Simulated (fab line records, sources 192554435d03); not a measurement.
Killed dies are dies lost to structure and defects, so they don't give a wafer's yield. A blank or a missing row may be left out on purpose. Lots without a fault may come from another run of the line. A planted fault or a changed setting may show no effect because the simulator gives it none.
Which tool did it? | flow n5_finfet | 10 lots, 25 wafers sampled, at 6 steps of a route of 1938

WHAT THE GAUGES READ, wafer by wafer
N5_HKMG_FIN_INSPECT_14: inspects for defects (macro). Usual: raw_defect_count 2.1, standard deviation 1.4.
lot  | measured    | on                | raw_defect_count | flag
L198 | day 4 05:16 | defect_inspect-01 | 2 1 2            |
L199 | day 4 14:00 | defect_inspect-02 | 3 2 1            |
L200 | day 4 15:07 | defect_inspect-01 | 0 1              |
L208 | day 6 18:31 | defect_inspect-02 | 1 >300 >300      |
L211 | day 7 15:19 | defect_inspect-01 | 3 1              |
L212 | day 7 16:50 | defect_inspect-02 | 2 1 1            |
L213 | day 7 19:46 | defect_inspect-01 | 1 3              |
L216 | day 8 14:27 | defect_inspect-01 | 2 4              |
L220 | day 9 21:04 | defect_inspect-02 | 0 2 1            |
L221 | day 9 22:25 | defect_inspect-02 | 0 4              |

N5_BEOL_M4_RC_MEAS_101. Usual: DIBL_N 36.3 mV/V, standard deviation 1.7; DIBL_P 36.0 mV/V, standard deviation 1.9; IOFF_N 0.156 nA/um, standard deviation 0.028; IOFF_P 0.21 nA/um, standard deviation 0.036; ION_N 675 uA/um, standard deviation 11; ION_P 463 uA/um, standard deviation 7.8; SS_N 71.6 mV/dec, standard deviation 0.59; SS_P 73.2 mV/dec, standard deviation 0.63; VT_N 250 mV, standard deviation 3.1; VT_P -251 mV, standard deviation 3.4.
lot  | measured     | on        | DIBL_N (mV/V)  | DIBL_P (mV/V)  | IOFF_N (nA/um)    | IOFF_P (nA/um) | ION_N (uA/um) | ION_P (uA/um) | SS_N (mV/dec)  | SS_P (mV/dec)  | VT_N (mV)   | VT_P (mV)      | flag
L198 | day 7 17:58  | prober-02 | 32.5 34.3 35.5 | 34.3 35.3 36.1 | 0.114 0.124 0.148 | 0.16 0.17 0.19 | 661 671 671   | 455 459 457   | 71.2 71.5 72.2 | 72.2 72.8 73.0 | 252 251 248 | -255 -252 -252 |
L199 | day 8 00:58  | prober-02 | 38.5 36.1 36.6 | 37.8 35.7 36.2 | 0.187 0.158 0.158 | 0.21 0.18 0.18 | 682 674 679   | 458 456 460   | 71.5 71.3 71.3 | 73.8 73.2 73.7 | 246 247 248 | -252 -253 -253 |
L200 | day 8 07:28  | prober-01 | 36.3 35.4      | 36.5 36.5      | 0.166 0.161       | 0.22 0.21      | 681 682       | 471 468       | 72.3 72.3      | 73.6 72.4      | 250 246     | -249 -252      |
L208 | day 10 11:14 | prober-02 | 32.8 35.2 35.2 | 32.7 34.5 36.2 | 0.098 0.137 0.135 | 0.14 0.15 0.18 | 642 668 683   | 443 450 463   | 70.1 71.6 70.9 | 72.1 71.6 72.6 | 258 250 252 | -257 -257 -253 |
L211 | day 11 10:50 | prober-02 | 36.5 37.8      | 35.3 36.9      | 0.171 0.193       | 0.25 0.27      | 693 691       | 481 480       | 72.3 72.7      | 73.4 74.0      | 246 246     | -245 -246      |
L212 | day 11 08:19 | prober-02 | 36.5 36.7 38.2 | 37.7 37.9 39.8 | 0.165 0.153 0.193 | 0.19 0.19 0.23 | 676 670 677   | 454 458 462   | 72.8 71.7 71.7 | 72.5 73.7 73.6 | 252 251 246 | -251 -252 -251 |
L213 | day 11 13:23 | prober-01 | 34.1 37.0      | 36.0 38.6      | 0.121 0.166       | 0.21 0.26      | 667 679       | 466 474       | 70.9 72.2      | 73.4 74.2      | 255 252     | -247 -245      |
L216 | day 12 08:28 | prober-01 | 37.2 37.4      | 37.6 36.7      | 0.184 0.170       | 0.22 0.21      | 696 676       | 467 463       | 72.2 71.3      | 74.1 73.6      | 248 248     | -251 -248      |
L220 | day 13 15:16 | prober-01 | 32.7 35.5 33.7 | 32.4 37.1 34.0 | 0.120 0.155 0.130 | 0.14 0.19 0.16 | 667 666 675   | 453 458 455   | 71.0 71.5 70.1 | 72.6 73.3 72.8 | 255 254 254 | -255 -253 -254 |
L221 | day 14 08:32 | prober-01 | 36.5 41.0      | 35.5 40.2      | 0.142 0.249       | 0.22 0.32      | 667 689       | 466 478       | 71.1 72.7      | 72.7 74.6      | 250 242     | -247 -245      |

WHICH TOOL RAN EACH LOT (tool, then ch and the chambers of the sampled wafers, then the start)
lot  | N5_HKMG_FIN_STRIP_57              | N5_HKMG_FIN_STRIP_93              | N5_HKMG_FIN_ALD_36                 | N5_HKMG_FIN_ETCH_32
L198 | rie_diel-02 ch 0,2,3, day 4 02:15 | rie_diel-02 ch 0,2,3, day 4 02:42 | ald_metal-03 ch 0,2,3, day 4 04:11 | rie_diel-01 ch 1,2, day 4 05:23
L199 | rie_diel-05 ch 1,3, day 4 10:46   | rie_diel-05 ch 1,3, day 4 11:13   | ald_metal-01 ch 2,3, day 4 12:55   | rie_diel-02 ch 0,1,3, day 4 14:07
L200 | rie_diel-01 ch 2,3, day 4 11:41   | rie_diel-01 ch 2,3, day 4 12:08   | ald_metal-02 ch 0,3, day 4 13:55   | rie_diel-02 ch 0,3, day 4 15:14
L208 | rie_diel-02 ch 2,3, day 6 15:24   | rie_diel-02 ch 2,3, day 6 15:51   | ald_metal-03 ch 1,3, day 6 17:19   | rie_diel-01 ch 1,3, day 6 18:39
L211 | rie_diel-05 ch 1,2, day 7 12:16   | rie_diel-05 ch 1,2, day 7 12:43   | ald_metal-02 ch 1,3, day 7 14:07   | rie_diel-05 ch 0,2, day 7 15:27
L212 | rie_diel-01 ch 0,2,3, day 7 13:34 | rie_diel-01 ch 0,2,3, day 7 14:01 | ald_metal-03 ch 0,3, day 7 15:37   | rie_diel-05 ch 0,1,3, day 7 16:58
L213 | rie_diel-01 ch 1,2, day 7 16:50   | rie_diel-01 ch 1,2, day 7 17:17   | ald_metal-02 ch 2, day 7 18:41     | rie_diel-01 ch 2, day 7 19:54
L216 | rie_diel-05 ch 1, day 8 11:29     | rie_diel-05 ch 1,3, day 8 11:56   | ald_metal-02 ch 0,1, day 8 13:22   | rie_diel-05 ch 0,3, day 8 14:35
L220 | rie_diel-05 ch 1,2,3, day 9 18:00 | rie_diel-05 ch 1,2,3, day 9 18:27 | ald_metal-01 ch 0,2,3, day 9 19:52 | rie_diel-02 ch 0,1,3, day 9 21:24
L221 | rie_diel-01 ch 0,2, day 9 19:18   | rie_diel-01 ch 0,2, day 9 19:45   | ald_metal-01 ch 0,2, day 9 21:11   | rie_diel-02 ch 3, day 9 22:35
- N5_HKMG_FIN_STRIP_57: strips in CF4.
- N5_HKMG_FIN_STRIP_93: strips SOC in N2/H2, time 20 s.
- N5_HKMG_FIN_ALD_36: deposits TiN, target thk 1 nm, pulse time 1 s, purge time 3 s.
- N5_HKMG_FIN_ETCH_32: etches SOC in N2/H2, target depth 240 nm, time 300 s.

WHAT THE TOOLS THEMSELVES READ (means of the sampled wafers that have a number; where no wafer has one, the mark that the record gives instead)
N5_HKMG_FIN_STRIP_57. Usual: drypump_motor_current_A 5.7 A, standard deviation 0.46; oes_product_au 0.79 a.u., standard deviation 0.069; rf_vpp_V 271.4 V, standard deviation 1.2; showerhead_plenum_p_Torr 1.81 Torr, standard deviation 0.047; throttle_valve_pct 13.63 %, standard deviation 0.24.
lot  | tool        | drypump_motor_current_A (A) | oes_product_au (a.u.) | rf_vpp_V (V) | showerhead_plenum_p_Torr (Torr) | throttle_valve_pct (%) | flag
L198 | rie_diel-02 | 5.9                         | 0.78                  | 271.2        | 1.78                            | 13.66                  |
L199 | rie_diel-05 | 6.1                         | 0.80                  | 271.7        | 1.82                            | 13.65                  |
L200 | rie_diel-01 | 5.7                         | 0.85                  | 271.6        | 1.77                            | 13.45                  |
L208 | rie_diel-02 | 5.7                         | 0.79                  | 271.8        | 1.83                            | 13.62                  |
L211 | rie_diel-05 | 5.5                         | 0.80                  | 271.1        | 1.80                            | 13.57                  |
L212 | rie_diel-01 | 5.5                         | 0.80                  | 270.8        | 1.78                            | 13.52                  |
L213 | rie_diel-01 | 5.3                         | 0.73                  | 271.4        | 1.78                            | 13.87                  |
L216 | rie_diel-05 | 5.7                         | 0.74                  | 270.8        | 1.79                            | 13.72                  |
L220 | rie_diel-05 | 5.8                         | 0.78                  | 271.6        | 1.81                            | 13.66                  |
L221 | rie_diel-01 | 5.2                         | 0.75                  | 270.2        | 1.75                            | 13.73                  |

N5_HKMG_FIN_STRIP_93. Usual: drypump_motor_current_A 5.7 A, standard deviation 0.47; oes_product_au 0.80 a.u., standard deviation 0.068; rf_vpp_V 54.4 V, standard deviation 0.89; showerhead_plenum_p_Torr 3.39 Torr, standard deviation 0.088; throttle_valve_pct 19.1 %, standard deviation 0.31.
lot  | tool        | drypump_motor_current_A (A) | oes_product_au (a.u.) | rf_vpp_V (V) | showerhead_plenum_p_Torr (Torr) | throttle_valve_pct (%) | flag
L198 | rie_diel-02 | 5.9                         | 0.78                  | 53.7         | 3.33                            | 19.3                   |
L199 | rie_diel-05 | 6.1                         | 0.80                  | 53.7         | 3.39                            | 18.8                   |
L200 | rie_diel-01 | 5.7                         | 0.85                  | 54.8         | 3.34                            | 19.3                   |
L208 | rie_diel-02 | 5.7                         | 0.82                  | 55.2         | 3.44                            | 19.5                   |
L211 | rie_diel-05 | 5.5                         | 0.80                  | 54.9         | 3.37                            | 18.8                   |
L212 | rie_diel-01 | 5.5                         | 0.81                  | 53.6         | 3.35                            | 19.2                   |
L213 | rie_diel-01 | 5.2                         | 0.74                  | 54.7         | 3.33                            | 19.1                   |
L216 | rie_diel-05 | 6.1                         | 0.77                  | 55.3         | 3.36                            | 18.9                   |
L220 | rie_diel-05 | 5.8                         | 0.79                  | 54.5         | 3.36                            | 18.8                   |
L221 | rie_diel-01 | 5.2                         | 0.76                  | 53.5         | 3.30                            | 19.1                   |

N5_HKMG_FIN_ALD_36. Usual: heater_power_outer_w 526 W, standard deviation 56; heater_power_w 845 W, standard deviation 71; precursor_pulse_height_rel 0.999, standard deviation 0.019.
lot  | tool         | heater_power_outer_w (W) | heater_power_w (W) | precursor_pulse_height_rel | flag
L198 | ald_metal-03 | 480                      | 792                | 1.028                      |
L199 | ald_metal-01 | 573                      | 918                | 0.994                      |
L200 | ald_metal-02 | 532                      | 863                | 1.000                      |
L208 | ald_metal-03 | 519                      | 860                | 0.992                      |
L211 | ald_metal-02 | 554                      | 796                | 0.992                      |
L212 | ald_metal-03 | 519                      | 836                | 0.981                      |
L213 | ald_metal-02 | 486                      | 812                | 0.997                      |
L216 | ald_metal-02 | 532                      | 826                | 0.998                      |
L220 | ald_metal-01 | 549                      | 887                | 1.008                      |
L221 | ald_metal-01 | 512                      | 831                | 0.992                      |

N5_HKMG_FIN_ETCH_32. Usual: drypump_motor_current_A 5.8 A, standard deviation 0.44; oes_product_au 0.80 a.u., standard deviation 0.067; rf_vpp_V 524.3 V, standard deviation 2; showerhead_plenum_p_Torr 2.56 Torr, standard deviation 0.065; throttle_valve_pct 17.93 %, standard deviation 0.18.
lot  | tool        | drypump_motor_current_A (A) | oes_product_au (a.u.) | rf_vpp_V (V) | showerhead_plenum_p_Torr (Torr) | throttle_valve_pct (%) | flag
L198 | rie_diel-01 | 5.3                         | 0.78                  | 523.0        | 2.51                            | 18.08                  |
L199 | rie_diel-02 | 5.9                         | 0.81                  | 524.2        | 2.56                            | 17.95                  |
L200 | rie_diel-02 | 5.7                         | 0.84                  | 525.1        | 2.58                            | 17.91                  |
L208 | rie_diel-01 | 5.6                         | 0.77                  | 526.0        | 2.60                            | 17.93                  |
L211 | rie_diel-05 | 5.6                         | 0.84                  | 524.6        | 2.57                            | 17.91                  |
L212 | rie_diel-05 | 6.0                         | 0.78                  | 524.7        | 2.55                            | 17.93                  |
L213 | rie_diel-01 | 5.2                         | 0.77                  | 521.8        | 2.45                            | 18.17                  |
L216 | rie_diel-05 | 6.1                         | 0.79                  | 523.9        | 2.57                            | 18.00                  |
L220 | rie_diel-02 | 5.9                         | 0.76                  | 524.1        | 2.54                            | 18.03                  |
L221 | rie_diel-02 | 5.4                         | 0.74                  | 524.0        | 2.54                            | 18.21                  |

THE ANSWER, worked out from the rows above alone
Rule: a lot is off if the mean of its wafers that have a number lies more than 3 standard deviations from the usual mean. A lot without any number at a reading at which 4 lots or more have one is off too. The other lots that the step has rows for count as sound. The gauges are gone through in route order, then the tools' own readings, and for those a lot's mean is taken as printed above. The first step at which some lot is off is used, and at that step the reading that is off furthest; a lot without a number counts as furthest.
No lot is off at any reading shown: from this, nothing can be told.

WHAT THE SIMULATOR HAD PUT IN
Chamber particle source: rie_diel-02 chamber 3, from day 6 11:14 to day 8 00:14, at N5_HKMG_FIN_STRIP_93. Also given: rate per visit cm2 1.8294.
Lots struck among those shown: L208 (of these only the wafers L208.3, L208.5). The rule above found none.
